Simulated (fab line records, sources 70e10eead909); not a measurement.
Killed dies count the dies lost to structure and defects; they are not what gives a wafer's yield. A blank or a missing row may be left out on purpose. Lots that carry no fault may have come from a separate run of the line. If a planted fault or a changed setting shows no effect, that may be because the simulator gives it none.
Chamber matching ; flow nand-harc ; NHARC_A_DECK1_JOINT_ETCHBACK_07 on rie-si-01 has 4 sister chambers
The step etches the open film in HBr, target depth 105 nm, time 26.9 s. 4 wafers are shown with their chamber, then 6 later ones without.

WAFERS PAIRED WITH THEIR CHAMBERS
wafer;chamber;drypump-motor-current-A (A)
L936.4;1;6.0
L942.5;0;6.2
L943.1;3;5.2
L943.3;2;5.7

WAFERS WITHOUT THEIR CHAMBER
wafer;drypump-motor-current-A (A)
L943.4;6.0
L946.2;6.0
L946.3;5.7
L946.6;6.1
L948.3;6.1
L948.4;5.2

EACH ONE'S CHAMBER
wafer;from the rows above;in truth
L943.4;1;1
L946.2;1;1
L946.3;2;2
L946.6;can't be placed: 1 or 0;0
L948.3;can't be placed: 1 or 0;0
L948.4;3;3
4 of 6 placed correctly. From these rows, 2 cannot be placed; in 2 the true chamber is one of the candidates. Wrongly placed: 0.
How it was worked out, from the rows above alone: a wafer's distance from a chamber is the root of the sum, over the readings, of the square of ((its reading less the chamber's mean) divided by the reading's scatter). If the next closest chamber is less than 2 further off than the closest, the wafer can't be placed; otherwise it belongs to the closest. The mean given for a chamber averages the wafers shown for that chamber. The scatter: with one shown wafer a chamber, the root of the mean of the squares of how far each hidden wafer lies from its nearest shown one.
